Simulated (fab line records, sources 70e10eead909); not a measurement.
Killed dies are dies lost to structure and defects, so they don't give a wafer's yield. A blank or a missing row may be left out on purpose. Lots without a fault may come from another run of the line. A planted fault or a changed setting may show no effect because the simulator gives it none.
Which tool did it? | flow nand_harc | 14 lots, 42 wafers sampled, at 4 steps of a route of 1302

WHAT THE GAUGES READ, wafer by wafer
The record holds no reading of a measuring or inspecting step that can be judged against a usual standard deviation.

WHICH TOOL RAN EACH LOT (tool, then ch and the chambers of the sampled wafers, then the start)
lot  | NHARC_A_CONTACT_ETCH_133             | NHARC_A_CONTACT_ETCH_91            | NHARC_A_CONTACT_STRIP_82                      | NHARC_A_CONTACT_DEP_85
L903 | har_cap_etch-03 ch 0,1, day 22 02:22 | rie_diel-04 ch 1,2,3, day 22 03:10 | rie_diel-04 ch 0,2,3, day 22 06:07 or earlier | pecvd-04 ch 0,2, day 22 06:07
L904 | har_cap_etch-01 ch 0,1, day 22 18:37 | rie_diel-04 ch 0,2, day 22 19:29   | rie_diel-04 ch 0,1, day 23 00:31 or earlier   | pecvd-03 ch 0,1,2, day 23 00:31
L906 | har_cap_etch-02 ch 0, day 23 07:15   | rie_diel-03 ch 0,1,2, day 23 07:59 | rie_diel-03 ch 0,1,3, day 23 11:38 or earlier | pecvd-04 ch 0,1, day 23 11:38
L907 | har_cap_etch-01 ch 0,1, day 23 13:55 | rie_diel-04 ch 0,2,3, day 23 14:39 | rie_diel-04 ch 0,2,3, day 23 17:29 or earlier | pecvd-01 ch 0,1,2, day 23 17:29
L909 | har_cap_etch-03 ch 0,1, day 24 16:23 | rie_diel-04 ch 0,3, day 24 17:10   | rie_diel-04 ch 0,1, day 24 20:06 or earlier   | pecvd-01 ch 0,1,2, day 24 20:06
L910 | har_cap_etch-02 ch 0,1, day 24 23:58 | rie_diel-03 ch 0,2, day 25 00:42   | rie_diel-04 ch 1,2, day 25 03:39 or earlier   | pecvd-04 ch 1,2, day 25 03:39
L914 | har_cap_etch-01 ch 0,1, day 26 14:35 | rie_diel-04 ch 0,1,3, day 26 15:23 | rie_diel-02 ch 1,3, day 27 00:16 or earlier   | pecvd-04 ch 1,2, day 27 00:16
L913 | har_cap_etch-03 ch 0,1, day 26 23:29 | rie_diel-02 ch 0,1,2, day 27 00:09 | rie_diel-02 ch 0,1,3, day 27 09:16 or earlier | pecvd-01 ch 1,2, day 27 09:16
L915 | har_cap_etch-01 ch 0,1, day 27 02:37 | rie_diel-02 ch 0,1,3, day 27 03:17 | rie_diel-02 ch 0,1,2, day 27 11:28 or earlier | pecvd-01 ch 0,2, day 27 11:28
L912 | har_cap_etch-01 ch 0,1, day 27 11:14 | rie_diel-04 ch 0,1,2, day 27 11:57 | rie_diel-04 ch 0,1,2, day 27 15:51 or earlier | pecvd-01 ch 0,1, day 27 15:51
L916 | har_cap_etch-03 ch 0,1, day 27 18:54 | rie_diel-04 ch 1,3, day 27 19:38   | rie_diel-04 ch 0,2,3, day 27 22:40 or earlier | pecvd-01 ch 1,2, day 27 22:40
L920 | har_cap_etch-02 ch 0,1, day 29 08:17 | rie_diel-02 ch 0,2, day 29 09:05   | rie_diel-04 ch 0,1, day 29 12:02 or earlier   | pecvd-04 ch 0,2, day 29 12:02
L921 | har_cap_etch-01 ch 0,1, day 29 10:44 | rie_diel-03 ch 0,2, day 29 11:31   | rie_diel-02 ch 1,3, day 29 18:04 or earlier   | pecvd-01 ch 0,1, day 29 18:04
L925 | har_cap_etch-01 ch 0,1, day 30 23:00 | rie_diel-04 ch 0,1,2, day 30 23:46 | rie_diel-04 ch 0,2, day 31 04:08 or earlier   | pecvd-01 ch 0,1, day 31 04:08
- NHARC_A_CONTACT_ETCH_133: etches the open film in C4F8/O2/Ar, time 374 s, target depth 1610 nm.
- NHARC_A_CONTACT_ETCH_91: etches the open film in CH3F/O2, target depth 40 nm, time 85.7 s.
- NHARC_A_CONTACT_STRIP_82: strips in O2.
- NHARC_A_CONTACT_DEP_85: deposits SiON, target thk 60 nm.

WHAT THE TOOLS THEMSELVES READ (means of the sampled wafers that have a number; where no wafer has one, the mark that the record gives instead)
NHARC_A_CONTACT_ETCH_91. Usual: drypump_motor_current_A 5.9 A, standard deviation 0.37; oes_product_au 0.939 a.u., standard deviation 0.03; rf_vpp_V 244.0 V, standard deviation 1.6; showerhead_plenum_p_Torr 2.43 Torr, standard deviation 0.09; throttle_valve_pct 20.663 %, standard deviation 0.0084.
lot  | tool        | drypump_motor_current_A (A) | oes_product_au (a.u.) | rf_vpp_V (V) | showerhead_plenum_p_Torr (Torr) | throttle_valve_pct (%) | flag
L903 | rie_diel-04 | 5.8                         | 0.933                 | 245.7        | 2.48                            | 20.665                 |
L904 | rie_diel-04 | 6.1                         | 0.951                 | 244.1        | 2.46                            | 20.675                 |
L906 | rie_diel-03 | 6.0                         | 0.919                 | 243.9        | 2.43                            | 20.657                 |
L907 | rie_diel-04 | 5.8                         | 1.000                 | 243.1        | 2.44                            | 20.656                 |
L909 | rie_diel-04 | 5.6                         | 0.929                 | 243.4        | 2.37                            | 20.657                 |
L910 | rie_diel-03 | 6.0                         | 0.922                 | 243.6        | 2.41                            | 20.660                 |
L914 | rie_diel-04 | 5.6                         | 0.920                 | 244.1        | 2.40                            | 20.670                 |
L913 | rie_diel-02 | 5.8                         | 0.928                 | 243.6        | 2.37                            | 20.666                 |
L915 | rie_diel-02 | 5.9                         | 0.921                 | 243.3        | 2.41                            | 20.664                 |
L912 | rie_diel-04 | 5.8                         | 1.001                 | 243.3        | 2.41                            | 20.665                 |
L916 | rie_diel-04 | 5.5                         | 0.940                 | 244.0        | 2.46                            | 20.666                 |
L920 | rie_diel-02 | 5.9                         | 0.934                 | 242.8        | 2.35                            | 20.659                 |
L921 | rie_diel-03 | 6.0                         | 0.926                 | 245.3        | 2.53                            | 20.668                 |
L925 | rie_diel-04 | 5.8                         | 0.993                 | 244.1        | 2.40                            | 20.659                 |

NHARC_A_CONTACT_STRIP_82. Usual: drypump_motor_current_A 5.9 A, standard deviation 0.34; oes_product_au 1.001 a.u., standard deviation 0.012; rf_vpp_V 57.7 V, standard deviation 0.87; showerhead_plenum_p_Torr 3.48 Torr, standard deviation 0.12; throttle_valve_pct 17.037 %, standard deviation 0.0098.
lot  | tool        | drypump_motor_current_A (A) | oes_product_au (a.u.) | rf_vpp_V (V) | showerhead_plenum_p_Torr (Torr) | throttle_valve_pct (%) | flag
L903 | rie_diel-04 | 5.8                         | 0.999                 | 58.0         | 3.51                            | 17.035                 |
L904 | rie_diel-04 | 5.6                         | 0.997                 | 57.9         | 3.40                            | 17.029                 |
L906 | rie_diel-03 | 5.9                         | 0.997                 | 57.8         | 3.56                            | 17.040                 |
L907 | rie_diel-04 | 5.8                         | 1.006                 | 57.5         | 3.51                            | 17.035                 |
L909 | rie_diel-04 | 5.6                         | 1.000                 | 57.9         | 3.37                            | 17.042                 |
L910 | rie_diel-04 | 6.1                         | 0.991                 | 56.8         | 3.56                            | 17.039                 |
L914 | rie_diel-02 | 6.0                         | 0.999                 | 57.5         | 3.40                            | 17.039                 |
L913 | rie_diel-02 | 5.9                         | 1.003                 | 57.9         | 3.47                            | 17.043                 |
L915 | rie_diel-02 | 5.9                         | 1.002                 | 56.7         | 3.41                            | 17.044                 |
L912 | rie_diel-04 | 5.8                         | 0.997                 | 57.4         | 3.45                            | 17.048                 |
L916 | rie_diel-04 | 5.8                         | 1.002                 | 57.4         | 3.50                            | 17.021                 |
L920 | rie_diel-04 | 5.6                         | 1.003                 | 57.5         | 3.39                            | 17.036                 |
L921 | rie_diel-02 | 6.1                         | 0.999                 | 57.2         | 3.43                            | 17.046                 |
L925 | rie_diel-04 | 6.1                         | 0.994                 | 57.0         | 3.50                            | 17.043                 |

NHARC_A_CONTACT_DEP_85. Usual: chamber_pressure_Torr 3.500 Torr, standard deviation 0.0085; heater_power_outer_w 437 W, standard deviation 61; heater_power_w 721 W, standard deviation 99.
lot  | tool     | chamber_pressure_Torr (Torr) | heater_power_outer_w (W) | heater_power_w (W) | flag
L903 | pecvd-04 | 3.504                        | 546                      | 820                |
L904 | pecvd-03 | 3.495                        | 398                      | 689                |
L906 | pecvd-04 | 3.504                        | 390                      | 635                |
L907 | pecvd-01 | 3.505                        | 450                      | 746                |
L909 | pecvd-01 | 3.498                        | 408                      | 692                |
L910 | pecvd-04 | 3.505                        | 397                      | 627                |
L914 | pecvd-04 | 3.501                        | 446                      | 694                |
L913 | pecvd-01 | 3.493                        | 380                      | 640                |
L915 | pecvd-01 | 3.501                        | 501                      | 843                |
L912 | pecvd-01 | 3.498                        | 428                      | 693                |
L916 | pecvd-01 | 3.504                        | 360                      | 599                |
L920 | pecvd-04 | -                            | -                        | -                  | OFF
L921 | pecvd-01 | -                            | -                        | -                  | OFF
L925 | pecvd-01 | 3.496                        | 393                      | 676                |

THE ANSWER, worked out from the rows above alone
Rule: a lot is off if the mean of its wafers that have a number lies more than 3 standard deviations from the usual mean. A lot without any number at a reading at which 4 lots or more have one is off too. The other lots that the step has rows for count as sound. The gauges are gone through in route order, then the tools' own readings, and for those a lot's mean is taken as printed above. The first step at which some lot is off is used, and at that step the reading that is off furthest; a lot without a number counts as furthest.
Off: L920, L921, at NHARC_A_CONTACT_DEP_85 (chamber_pressure_Torr). Without a number there: L920, L921.
A tool fits if, at that step or a process step before it, it ran every lot that is off, and no sound lot after the first of them. NHARC_A_CONTACT_STRIP_82 gives no start for some lots, so the hours and the order of its lots are those of NHARC_A_CONTACT_DEP_85. None of those tried fits.

WHAT THE SIMULATOR HAD PUT IN
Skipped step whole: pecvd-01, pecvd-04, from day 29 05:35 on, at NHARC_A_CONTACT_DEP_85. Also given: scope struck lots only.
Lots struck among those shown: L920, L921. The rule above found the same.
